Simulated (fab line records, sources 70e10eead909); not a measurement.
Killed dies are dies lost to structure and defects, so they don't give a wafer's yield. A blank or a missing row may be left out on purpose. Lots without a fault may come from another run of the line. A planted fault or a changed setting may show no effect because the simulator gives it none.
A struck lot beside a sound one | flow nand_harc | 14 steps out of a route of 1302
Sound: wafers L425.1, L425.3, L425.5. Struck: wafers L413.2, L413.6. (L413.3 of the same lot was not struck and is left out.) The cause comes at the end.
At each step with rows: each side's tool, then ch and its chambers, then its first start. Under that, the readings that differ: sound wafers | struck wafers | difference of the means | sigmas: that difference in standard deviations of wafers without a fault.
alike: readings whose means differ by less than 2 such deviations, and words and numbers that are the same on both sides. not compared: withheld readings, readings that some wafer has no value for, bounds like >300 that may hide the same value, and numbers for which the record gives no deviation and whose values overlap.
The two part at a step that has a row with sigmas, a row that says differs or no value, or rows on one side only. Numbers that don't overlap but have no deviation are shown without sigmas and don't part them. A reading that every wafer of one side lacks parts them only if that side has two wafers or more.

NHARC_A_SGD_CUT_THK_MEAS_22: measures by ellipsometry.
  sound on film_metro-02, day 27 05:26; struck on film_metro-01, day 23 03:20
  alike: thk_nm
then, 2 steps without rows for these wafers: NHARC_A_SGD_CUT_SRD_23; NHARC_A_SGD_CUT_ETCH_26 (etches SiO2 in dHF, target depth 45.8 nm).
NHARC_A_SGD_CUT_ETCHBACK_24: etches the open film in CH3F/O2, target depth 50 nm, time 92.857 s.
  sound on rie_diel-11 ch 0,2,3, day 27 05:40; struck on rie_diel-01 ch 1,3, day 23 03:34
  alike: bias_w, drypump_motor_current_A, oes_product_au, rf_vpp_V, showerhead_plenum_p_Torr, throttle_valve_pct
  not compared: rf_hours_counter_h
NHARC_A_SGD_CUT_STRIP_28: strips in O2, time 20 s.
  sound on rie_diel-11 ch 0,3; struck on rie_diel-01 ch 2
  reading               | sound             | struck      | difference | sigmas
  oes_product_au (a.u.) | 1.026 1.001 1.022 | 0.973 0.970 | -0.045     | -3
  alike: drypump_motor_current_A, rf_vpp_V, showerhead_plenum_p_Torr, throttle_valve_pct
  not compared: rf_hours_counter_h
NHARC_A_SGD_CUT_INSPECT_25:
  sound on defect_inspect-02, day 27 05:54; struck on defect_inspect-02, day 23 03:48
  alike: raw_defect_count
NHARC_A_SLIT_DEP_25: deposits SiO2, target thk 200 nm.
  sound on pecvd-04 ch 0,2, day 27 05:58; struck on pecvd-02 ch 0, day 23 03:54
  alike: heater_power_w, throttle_valve_pct
NHARC_A_SLIT_DEP_00: deposits aC, target thk 6200 nm.
  sound on acl_dep-03 ch 0, day 27 08:43; struck on acl_dep-03 ch 0, day 23 04:50
  alike: throttle_valve_pct
NHARC_A_SLIT_DEP_23: deposits SiON, target thk 100 nm.
  sound on pecvd-02 ch 0,1,2, day 27 12:25; struck on pecvd-02 ch 1,2, day 23 08:00
  alike: heater_power_w
then, 3 steps without rows for these wafers: NHARC_A_SLIT_DEHYDRATE_01 (time 120 s); NHARC_A_SLIT_HMDS_02 (time 30 s); NHARC_A_SLIT_COAT_03 (resist thk 90 nm).
NHARC_A_SLIT_SOFTBAKE_04: time 55 s.
  sound on litho_track-06 ch 0, day 27 12:00; struck on litho_track-06 ch 0, day 23 08:00
  reading                  | sound                | struck        | difference | sigmas
  heater_power_total_W (W) | 188.50 188.33 188.45 | 193.48 193.03 | +4.83      | +37
then, 1 step without rows for these wafers: NHARC_A_SLIT_EBR_05.

WHERE THEY PART
First at NHARC_A_SGD_CUT_STRIP_28; last, within this record, at NHARC_A_SLIT_SOFTBAKE_04.

WHY: what the simulator had put in
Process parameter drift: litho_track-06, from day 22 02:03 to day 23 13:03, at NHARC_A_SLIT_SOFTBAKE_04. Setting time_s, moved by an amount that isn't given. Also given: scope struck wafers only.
